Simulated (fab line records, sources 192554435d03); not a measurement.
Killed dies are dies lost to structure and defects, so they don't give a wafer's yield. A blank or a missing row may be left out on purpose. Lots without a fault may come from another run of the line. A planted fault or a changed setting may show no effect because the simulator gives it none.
One fault seen from 2 desks | flow n5_finfet | each desk has only its own numbers; what lay behind them comes last

THE DEFECT DESK
What the inspections along the route counted, lot by lot: means of the sampled wafers that have a number. A lot is out of limits, marked OUT, if its mean lies more than 4 standard deviations from the usual mean; the brackets give that distance.
Columns: A = raw_defect_count at N5_MIM_TOP_LITHO_INSPECT_12, usual 2.0
lot  | first seen here | A
L410 | day 11 21:50    | 2.0
L411 | day 12 08:20    | 3.5
L409 | day 12 09:02    | 2.5
L413 | day 13 02:29    | 1.3
L415 | day 13 02:39    | 0.7
L414 | day 13 06:35    | 3.0
L417 | day 14 04:53    | 1.5
L420 | day 14 20:21    | 1.3
L426 | day 16 04:13    | 3.7
L427 | day 16 19:25    | 2.5
L432 | day 17 22:53    | 3.0
L431 | day 17 22:56    | 1.0
This desk's finding: nothing out of limits on any of the 12 lots.

THE TOOL OWNER'S DESK: pecvd-03
The tool's own readings at N5_PASSIVATION_PECVD_53 (deposits SiO2 from TEOS/O2, target thk 800 nm, time 169.4 s): means of the sampled wafers that have a number, for each lot that ran on this tool. A lot is out of limits, marked OUT, if its mean lies more than 4 standard deviations from the usual mean; the brackets give that distance.
Columns: A = run_length_s at N5_PASSIVATION_PECVD_53, usual 197.5 s
lot  | first seen here | A
L409 | day 12 14:29    | 196.9
L415 | day 13 10:19    | 197.4
L414 | day 13 14:34    | 197.5
L417 | day 14 11:19    | 197.6
L420 | day 15 04:02    | 199.8 (+4.5) OUT
This desk's finding: out of limits on L420; first on L420, day 15 04:02 (run_length_s at N5_PASSIVATION_PECVD_53). In limits: L409, L415, L414, L417.

PUT TOGETHER
The tool owner's desk could have raised an alarm at day 15 04:02, on L420.
The defect desk saw nothing out of limits.
The defect desk has L420 on record, within its limits.
Of the lots named, all ran N5_PASSIVATION_PECVD_53 on pecvd-03.

WHAT THE SIMULATOR HAD PUT IN
Process parameter drift: pecvd-03, from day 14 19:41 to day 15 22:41, at N5_PASSIVATION_PECVD_53. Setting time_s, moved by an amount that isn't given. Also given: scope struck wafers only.
Lots struck among those shown: L420.
Hours from the fault's start to each desk's first reading out of limits: the tool owner's desk, 8.
